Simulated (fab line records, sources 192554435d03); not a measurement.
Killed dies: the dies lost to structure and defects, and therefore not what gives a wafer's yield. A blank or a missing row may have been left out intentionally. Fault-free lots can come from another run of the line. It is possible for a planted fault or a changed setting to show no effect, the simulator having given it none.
A lot that was struck, set against a sound lot || flow n5-finfet || 36 steps out of a route of 1938
Sound: wafers L534.3, L534.5, L534.6. Struck: wafers L536.4, L536.5. (L536.1 of the same lot was not struck and is left out.) The cause comes at the end.
Each step with rows lists, per side, the tool, then ch with its chambers, then its first start. Under that, the readings that differ: sound wafers || struck wafers || difference of the means || sigmas: that difference in standard deviations of wafers without a fault.
alike: readings whose means differ by less than 2 such deviations, and words and numbers that are the same on both sides. not compared: withheld readings, readings that some wafer has no value for, bounds like >300 that may hide the same value, and numbers for which the record gives no deviation and whose values overlap.
The two part at a step that has a row with sigmas, a row that says differs or no value, or rows on one side only. Non-overlapping numbers with no deviation appear without sigmas and do not part them. Lack of a reading on every wafer of one side parts them only where that side has two or more wafers.

first, 9 steps without rows for these wafers: N5_SD_EPI_N_DEVELOP_08 (develop time 30 s); N5_SD_EPI_N_DESCUM_14 (chemistry O2, time 7.9 s); N5_SD_EPI_N_ETCH_34 (etches SiARC in CF4, target depth 45.5 nm, time 75.8 s); N5_SD_EPI_N_ETCH_35 (etches SOC in N2/H2, overetch 108 nm, time 486 s); N5_SD_EPI_N_STRIP_36 (strips in N2/H2); N5_SD_EPI_N_ETCHBACK_44 (etches SiNx in CH3F/O2, stops on SiO2, target depth 14.5 nm); N5_SD_EPI_N_ETCH_45 (etches SiOCN in CH3F/O2, target depth 6 nm); N5_SD_EPI_N_ETCH_16 (etches SiO2 in CHF3/O2, target depth 5 nm); N5_SD_EPI_N_STRIP_47 (strips in CHF3/O2).
N5_SD_EPI_N_SD_RECESS_17: chemistry HBr/Cl2/O2, target depth 41 nm, time 23.7 s, bt time 3 s.
  sound on rie-si-04 ch 0,1,2, day 6 03:38; struck on rie-si-02 ch 0,3, day 6 13:57
{"reading": "model.etch.depth-nm (nm)", "sound": "40.1 40.76 40.99", "struck": "50.3 50.64", "difference": "+9.9", "sigmas": ""}
{"reading": "model.SD_EPI_N.feature-depth-nm (nm)", "sound": "40 40.8 41", "struck": "50.2 50.6", "difference": "+9.8", "sigmas": ""}
{"reading": "model.Si_of_WELL_APT_EPI_41.thk-nm (nm)", "sound": "9.8 9.2 9.2", "struck": "4.2 4.2", "difference": -5.2, "sigmas": ""}
  alike: O2_flow_sccm, drypump-motor-current-A, he-backside-leak-sccm, oes-product-au, rf-fwd-power-W, throttle-valve-pct
  not compared: rf-hours-counter-h
then, 2 steps without rows for these wafers: N5_SD_EPI_N_STRIP_38 (strips in N2/H2); N5_SD_EPI_N_WET_ETCH_43 (etches SiO2 in dHF, time 14 s, target depth 1.5 nm).
N5_SD_EPI_N_STRIP_18: strips in SPM, time 750 s.
  sound on wet-bench-03 ch 5,6,7, day 6 03:50; struck on wet-bench-03 ch 0,2, day 6 14:08
{"reading": "model.Si_of_WELL_APT_EPI_41.thk-nm (nm)", "sound": "9.6 9 8.8", "struck": "4 4", "difference": -5, "sigmas": ""}
then, 21 steps without rows for these wafers: N5_SD_EPI_N_SRD_20 (time 30 s); N5_SD_EPI_N_PRECLEAN_48 (cleans in NF3:NH3, afs cycles 2, time 20 s, sublimation time 60 s); N5_SD_EPI_N_VAPOR_ETCH_50 (etches Si in HCl, time 54 s); N5_SD_EPI_N_EPI_21 (deposits Si:P, time 690 s); N5_SD_EPI_N_PRECLEAN_24 (cleans in O3/DIW, time 60 s); N5_SD_EPI_N_SRD_25 (time 30 s); N5_SD_EPI_N_PRECLEAN_49 (cleans in NF3:NH3, afs cycles 1, time 20 s, sublimation time 60 s); N5_SD_EPI_N_LINER_46 (material SiNx, target thk 3 nm); N5_SD_EPI_P_COAT_34 (time 60 s, resist thk 350 nm); N5_SD_EPI_P_COAT_35 (time 60 s, resist thk 35 nm); N5_SD_EPI_P_COAT_03 (resist thk 150 nm); N5_SD_EPI_P_EBR_05; N5_SD_EPI_P_SOFTBAKE_04 (time 60 s); N5_SD_EPI_P_EXPOSE_06 (exposes mask SD P BLK, target cd 240 nm); N5_SD_EPI_P_PEB_07 (peb time 60 s); N5_SD_EPI_P_DEVELOP_08 (develop time 30 s); N5_SD_EPI_P_DESCUM_14 (chemistry O2, time 7.9 s); N5_SD_EPI_P_ETCH_36 (etches SiARC in CF4, target depth 45.5 nm, time 75.8 s); N5_SD_EPI_P_ETCH_37 (etches SOC in N2/H2, overetch 108 nm, time 486 s); N5_SD_EPI_P_STRIP_38 (strips in N2/H2); N5_SD_EPI_P_ETCHBACK_46 (etches SiNx in CH3F/O2, stops on SiO2, target depth 17.5 nm).
-- record jumps: 5 days separate the struck wafers' starts on either side; left off in module SD_EPI_P, taken up again in module BEOL_M4, whose first shown step is the route's number 1111 --
N5_BEOL_M4_RC_MEAS_101:
  sound on prober-01 ch 0, day 10 21:04; struck on prober-01 ch 0, day 11 06:19
{"reading": "CJ_N", "sound": "4.21 4.26 4.28", "struck": "4.95 5.00", "difference": "+0.72", "sigmas": "+10"}
{"reading": "DIBL_N (mV/V)", "sound": "35.1 34.8 36.6", "struck": "61.0 52.2", "difference": "+21.1", "sigmas": "+14"}
{"reading": "IOFF_N (nA/um)", "sound": "0.145 0.134 0.180", "struck": "4.989 2.616", "difference": "+3.650", "sigmas": "+99 or more"}
{"reading": "IOFF_N_85C (nA/um)", "sound": "3.0 2.8 3.5", "struck": "54.2 31.6", "difference": "+39.8", "sigmas": "+95"}
{"reading": "IOFF_N_LIN (nA/um)", "sound": "0.071 0.067 0.084", "struck": "0.130 0.113", "difference": "+0.048", "sigmas": "+5"}
{"reading": "IOFF_N_LONG (nA/um)", "sound": "5.42e-05 5.52e-05 5.47e-05", "struck": "6.25e-05 6.36e-05", "difference": "+8.35e-06", "sigmas": "+3"}
{"reading": "ION_N (uA/um)", "sound": "674 676 681", "struck": "693 707", "difference": "+23", "sigmas": "+2"}
{"reading": "SS_N (mV/dec)", "sound": "71.6 71.4 71.3", "struck": "121.3 104.2", "difference": "+41.3", "sigmas": "+79"}
  alike: DIBL_P, IOFF_P, ION_P, SS_P, VT_N, VT_P
-- the record jumps here: 4 days lie between the struck wafers' starts before and after (it left off in module BEOL_M4 and takes up again in module PASSIVATION, whose first step shown is number 1936 of the route) --
N5_PASSIVATION_PROBE_49:
  sound: prober-01 at day 15 03:55; struck: prober-02 at day 15 17:56
{"reading": "killed_at_M0_to_M3", "sound": "14 23 21", "struck": "47 45", "difference": "+27", "sigmas": "+3"}
{"reading": "killed-open", "sound": "45 60 50", "struck": "78 79", "difference": "+27", "sigmas": "+2"}
{"reading": "sort_bin_4_leakage (%)", "sound": "0 0 0", "struck": "90.85 90.59", "difference": "+90.72", "sigmas": ""}
{"reading": "sort_bin_5_function (%)", "sound": "3.1 4.2 3.7", "struck": "4.9 6.9", "difference": "+2.2", "sigmas": "+2"}
{"reading": "sort-n-pass", "sound": "1116 1094 1109", "struck": "0 0", "difference": -1106, "sigmas": -55}
{"reading": "sort-yield-pct (%)", "sound": "94.6 92.7 94.0", "struck": "0 0", "difference": -94, "sigmas": -55}
  alike: defect-limited-yield, killed_at_M4_up, killed-at-contacts, killed-at-front-end, killed-at-other, killed-dies, killed-short, sort_bin_6_memory

## WHERE THEY PART
Earliest at N5_BEOL_M4_RC_MEAS_101; latest, in this record, at N5_PASSIVATION_PROBE_49.

WHY: what the simulator had put in
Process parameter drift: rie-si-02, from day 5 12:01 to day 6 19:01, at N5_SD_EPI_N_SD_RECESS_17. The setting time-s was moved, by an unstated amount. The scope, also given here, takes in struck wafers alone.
